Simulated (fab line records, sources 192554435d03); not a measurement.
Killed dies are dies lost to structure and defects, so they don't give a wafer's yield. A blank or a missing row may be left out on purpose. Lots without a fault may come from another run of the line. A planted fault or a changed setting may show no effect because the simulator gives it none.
Which tool did it? | flow n5_finfet | 10 lots, 30 wafers sampled, at 2 steps of a route of 1938

WHAT THE GAUGES READ, wafer by wafer
N5_BEOL_M4_RC_MEAS_101.
lot  | measured     | on        | VT_P_LONG (mV)
L443 | day 7 20:49  | prober-02 | -276.4 -278.8 -276.2
L446 | day 8 18:02  | prober-01 | -276.4 -276.5 -275.3
L450 | day 9 18:59  | prober-01 | -387.0 -385.8 -384.7
L451 | day 9 21:07  | prober-01 | -379.5 -382.9 -383.5
L457 | day 11 18:47 | prober-02 | -273.2 -276.5 -274.0
L459 | day 12 08:54 | prober-02 | -274.4 -273.8 -274.0
L461 | day 12 16:38 | prober-01 | -277.9 -279.1 -278.0
L463 | day 12 18:17 | prober-02 | -281.8 -279.1 -277.2
L464 | day 13 19:39 | prober-01 | -273.8 -274.2 -277.1
L466 | day 13 15:49 | prober-02 | -272.1 -272.3 -272.5

WHICH TOOL RAN EACH LOT (tool, then ch and the chambers of the sampled wafers, then the start)
lot  | N5_HKMG_FIN_PWFM_ALD_03
L443 | ald_metal-02 ch 0,1,3, day 4 01:16
L446 | ald_metal-03 ch 0,1,3, day 4 21:46
L450 | ald_metal-02 ch 0,2,3, day 5 20:38
L451 | ald_metal-02 ch 0,1,2, day 6 07:08
L457 | ald_metal-01 ch 0,3, day 7 14:04
L459 | ald_metal-03 ch 1,2,3, day 8 01:47
L461 | ald_metal-02 ch 0,1, day 8 12:35
L463 | ald_metal-01 ch 0,2,3, day 9 02:28
L464 | ald_metal-02 ch 1,2,3, day 9 07:29
L466 | ald_metal-01 ch 0,2, day 9 18:56
- N5_HKMG_FIN_PWFM_ALD_03: deposits TiN, target thk 2 nm, pulse time 1 s, purge time 3 s.

THE ANSWER, worked out from the rows above alone
Rule: what is usual is taken from the lots themselves. Put in order of their means at a reading, lots are off if they are a third of the lots or fewer, leave a main group of 4 or more, and stand apart from it by a gap of 3 or more times the standard deviation of the main group's means; of several such gaps the widest counts. A main group whose means are all the same, to the digits that the tables above print for the reading, isn't used. A lot without any number at a reading at which 4 lots or more have one is off too. The other lots that the step has rows for count as sound.
Off: L450, L451, at N5_BEOL_M4_RC_MEAS_101 (VT_P_LONG). The main group: mean -275.9 mV, standard deviation 2.2.
A tool fits if, at a process step before that reading, it ran every lot that is off, and no sound lot after the first of them. The gauges at N5_BEOL_M4_RC_MEAS_101 are tried like those tools. None of those tried fits.

WHAT THE SIMULATOR HAD PUT IN
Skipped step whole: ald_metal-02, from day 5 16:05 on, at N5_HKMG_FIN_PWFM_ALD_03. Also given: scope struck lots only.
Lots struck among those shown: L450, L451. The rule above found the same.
